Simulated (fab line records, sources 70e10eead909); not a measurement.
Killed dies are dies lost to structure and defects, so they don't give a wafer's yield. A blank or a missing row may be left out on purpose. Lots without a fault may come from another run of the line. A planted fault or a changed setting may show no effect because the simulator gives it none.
Chamber matching | flow nand_harc | NHARC_A_ZERO_WELL_DESCUM_12 on rie_diel-13: 4 sister chambers
The step chemistry O2, time 3 s. 14 wafers are shown with their chamber, then 7 later ones without.

WAFERS WITH THEIR CHAMBER
wafer  | chamber | showerhead_plenum_p_Torr (Torr) | oes_product_au (a.u.) | rf_vpp_V (V)
L074.2 | 0       | 1.94                            | 1.007                 | 57.8
L074.5 | 3       | 1.88                            | 0.987                 | 57.5
L074.6 | 2       | 1.81                            | 1.018                 | 58.4
L075.1 | 1       | 1.99                            | 1.006                 | 59.8
L075.2 | 3       | 1.88                            | 0.990                 | 57.7
L075.3 | 2       | 1.81                            | 1.008                 | 57.7
L081.2 | 3       | 1.88                            | 0.986                 | 57.5
L081.3 | 0       | 1.93                            | 0.983                 | 58.6
L081.5 | 2       | 1.81                            | 1.011                 | 57.5
L091.2 | 3       | 1.87                            | 0.994                 | 56.7
L091.4 | 0       | 1.93                            | 0.986                 | 58.6
L091.6 | 1       | 1.98                            | 1.010                 | 58.9
L094.1 | 2       | 1.80                            | 1.004                 | 56.6
L094.4 | 1       | 1.98                            | 1.001                 | 58.0

SIGNATURES (means of the wafers above)
reading                  | chamber 0 | chamber 1 | chamber 2 | chamber 3 | scatter within a chamber
showerhead_plenum_p_Torr | 1.9333    | 1.9833    | 1.8075    | 1.8775    | 0.00532
oes_product_au           | 0.99200   | 1.00567   | 1.01025   | 0.98925   | 0.00725
rf_vpp_V                 | 58.333    | 58.900    | 57.550    | 57.350    | 0.655
Rule: a wafer's distance from a chamber is the root of the sum, over the readings, of the square of ((its reading less the chamber's mean) divided by the reading's scatter). The wafer belongs to the nearest chamber; if the next one is less than 2 further off, it can't be placed. The scatter: the root of (the sum of the squares of (reading less its chamber's mean) over the shown wafers, divided by (wafers less chambers)).

WAFERS WITHOUT THEIR CHAMBER
wafer  | showerhead_plenum_p_Torr (Torr) | oes_product_au (a.u.) | rf_vpp_V (V)
L094.5 | 1.93                            | 0.987                 | 57.0
L096.1 | 1.98                            | 0.993                 | 57.2
L096.3 | 1.80                            | 1.008                 | 57.5
L096.5 | 1.93                            | 0.998                 | 58.0
L097.1 | 1.87                            | 1.000                 | 57.5
L097.3 | 1.98                            | 1.001                 | 57.1
L097.6 | 1.80                            | 1.018                 | 57.5

WHICH CHAMBER EACH WENT THROUGH
wafer  | from the rows above | in truth
L094.5 | 0                   | 0
L096.1 | 1                   | 1
L096.3 | 2                   | 2
L096.5 | 0                   | 0
L097.1 | 3                   | 3
L097.3 | 1                   | 1
L097.6 | 2                   | 2
Placed correctly: 7 of 7. Can't be placed from these rows: 0. Placed wrongly: 0.
